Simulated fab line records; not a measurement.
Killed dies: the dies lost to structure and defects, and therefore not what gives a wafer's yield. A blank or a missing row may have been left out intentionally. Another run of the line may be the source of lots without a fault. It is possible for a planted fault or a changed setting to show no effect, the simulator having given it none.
What tool caused it? -- flow nand_harc -- Sampling: 24 lots, 72 wafers, 3 of 1302 route steps

== WHAT THE GAUGES SHOWED, per wafer ==
NHARC_P_BONDPAD_CD_MEAS_13.
lot,measured,on,cd_nm (nm)
L075,day 6 17:29,cd_sem-01,498.0 497.5 497.1
L074,day 6 18:45,cd_sem-02,500.0 495.0 496.1
L076,day 7 07:57,cd_sem-01,499.5 496.8 497.2
L077,day 7 19:47,cd_sem-02,498.7 495.6 496.7
L078,day 8 03:23,cd_sem-01,500.4 501.4 499.1
L079,day 8 16:26,cd_sem-02,498.7 500.5 497.9
L080,day 9 02:34,cd_sem-02,500.1 499.4 499.7
L081,day 9 14:02,cd_sem-03,495.9 499.2 494.3
L082,day 10 04:49,cd_sem-01,497.7 497.7 497.6
L083,day 10 13:02,cd_sem-01,502.8 496.3 498.9
L084,day 10 23:11,cd_sem-02,499.9 494.6 497.9
L085,day 11 08:42,cd_sem-03,499.4 495.3 499.8
L086,day 11 10:23,cd_sem-03,496.6 497.2 499.2
L087,day 12 17:53,cd_sem-02,496.9 498.4 501.4
L089,day 12 18:38,cd_sem-01,498.7 497.8 497.5
L088,day 12 21:01,cd_sem-02,501.7 502.1 501.1
L090,day 13 08:47,cd_sem-01,499.7 503.0 498.6
L091,day 13 12:16,cd_sem-01,501.1 501.0 500.0
L092,day 14 06:46,cd_sem-01,499.2 495.0 499.9
L093,day 14 10:55,cd_sem-02,498.1 499.6 501.0
L094,day 14 22:28,cd_sem-03,498.0 498.6 499.0
L095,day 15 06:48,cd_sem-01,496.1 497.5 498.3
L096,day 15 20:47,cd_sem-02,497.3 496.5 500.0
L097,day 15 23:52,cd_sem-03,500.7 493.0 499.1

NHARC_A_ZERO_WELL_CD_MEAS_10 targets a cd of 2000 nm.
lot,measured,on,cd_nm (nm)
L075,day 6 20:53,cd_sem-02,1996.9 1999.1 1996.5
L074,day 6 22:19,cd_sem-01,2000.6 2002.0 2000.4
L076,day 7 11:23,cd_sem-03,1997.3 1999.5 2000.3
L077,day 7 23:12,cd_sem-03,2000.4 2002.1 2002.4
L078,day 8 06:55,cd_sem-01,2002.5 2001.2 2004.1
L079,day 8 20:11,cd_sem-02,1999.2 1998.3 1999.6
L080,day 9 06:11,cd_sem-01,1998.3 2002.5 1999.6
L081,day 9 17:38,cd_sem-02,1999.7 2001.4 1998.3
L082,day 10 08:16,cd_sem-01,2000.9 1997.5 1998.8
L083,day 10 16:37,cd_sem-03,2000.7 1999.0 1997.9
L084,day 11 02:49,cd_sem-02,1998.2 2002.8 2000.2
L085,day 11 12:08,cd_sem-01,1999.1 1995.3 1996.5
L086,day 11 13:50,cd_sem-03,1995.7 1998.6 1997.3
L087,day 12 21:25,cd_sem-02,1997.5 1998.0 1998.2
L089,day 12 22:11,cd_sem-01,1999.4 2002.9 2002.5
L088,day 13 00:33,cd_sem-01,2000.5 1999.0 1998.4
L090,day 13 12:17,cd_sem-02,2000.8 1998.3 1997.9
L091,day 13 15:53,cd_sem-01,1997.7 1996.7 1999.4
L092,day 14 10:13,cd_sem-01,2003.9 2003.3 2001.8
L093,day 14 14:25,cd_sem-02,1998.7 1996.7 1997.0
L094,day 15 01:56,cd_sem-03,1999.0 1996.9 1998.5
L095,day 15 10:43,cd_sem-01,1997.6 1999.8 1998.3
L096,day 16 00:35,cd_sem-02,2000.4 2001.4 1998.3
L097,day 16 03:19,cd_sem-02,1999.5 1999.5 2000.4

NHARC_A_ONON_D1_INSPECT_32.
lot,measured,on,raw_defect_count
L075,day 8 10:53,defect_inspect-02,56 66 50
L074,day 8 10:53,defect_inspect-01,59 63 82
L076,day 9 04:29,defect_inspect-02,112 77 62
L077,day 9 10:23,defect_inspect-02,97 123 103
L078,day 9 18:08,defect_inspect-02,62 80 77
L079,day 10 08:44,defect_inspect-01,72 109 99
L080,day 10 20:53,defect_inspect-01,28 99 87
L081,day 11 05:37,defect_inspect-02,63 46 71
L082,day 11 20:44,defect_inspect-01,94 71 104
L083,day 12 04:50,defect_inspect-02,78 63 78
L084,day 12 14:50,defect_inspect-01,96 49 96
L085,day 13 00:33,defect_inspect-02,45 78 77
L086,day 13 00:32,defect_inspect-01,54 66 55
L087,day 14 11:03,defect_inspect-01,41 57 103
L089,day 14 10:48,defect_inspect-02,84 122 92
L088,day 14 11:12,defect_inspect-01,75 48 72
L090,day 15 06:59,defect_inspect-01,59 64 58
L091,day 15 06:56,defect_inspect-01,53 56 53
L092,day 15 21:26,defect_inspect-01,50 39 69
L093,day 16 01:12,defect_inspect-02,58 68 87
L094,day 16 12:58,defect_inspect-02,48 36 58
L095,day 16 21:29,defect_inspect-02,62 93 43
L096,day 17 12:41,defect_inspect-02,77 63 58
L097,day 17 12:50,defect_inspect-01,173 124 108

== WHAT TOOL EACH LOT RAN ON (gives the tool, then ch and the chambers of the sampled wafers, and finally the start) ==
Record: no process step prior to these readings.

== AS READ BY THE TOOLS THEMSELVES (means over the sampled wafers that have a number; for cases with no such wafer, the mark the record gives instead) ==
The record holds no such reading with a usual standard deviation.

== THE ANSWER, worked out from the rows above alone ==
Rule: what is usual is taken from the lots themselves. The widest of any qualifying gaps counts: lots, ordered by their means at a reading, are off when they make up no more than a third of the lots, leave a main group of 4 or more, and stand apart from it by 3 or more times the standard deviation of that group's means. A main group is skipped when, at the precision printed for the reading in the tables above, its means are all equal. Also off: a lot with no number at a reading for which 4 or more lots have one. Where the step has rows for the other lots, those lots are counted as sound. Order of review: gauges by route order, followed by the tools' own readings, for which a lot's mean as printed above is used. The first step at which some lot is off is used, and at that step the reading that is off furthest; a lot without a number counts as furthest.
None of the lots is off at any reading shown; this tells nothing.

== WHAT THE SIMULATOR HAD PUT IN ==
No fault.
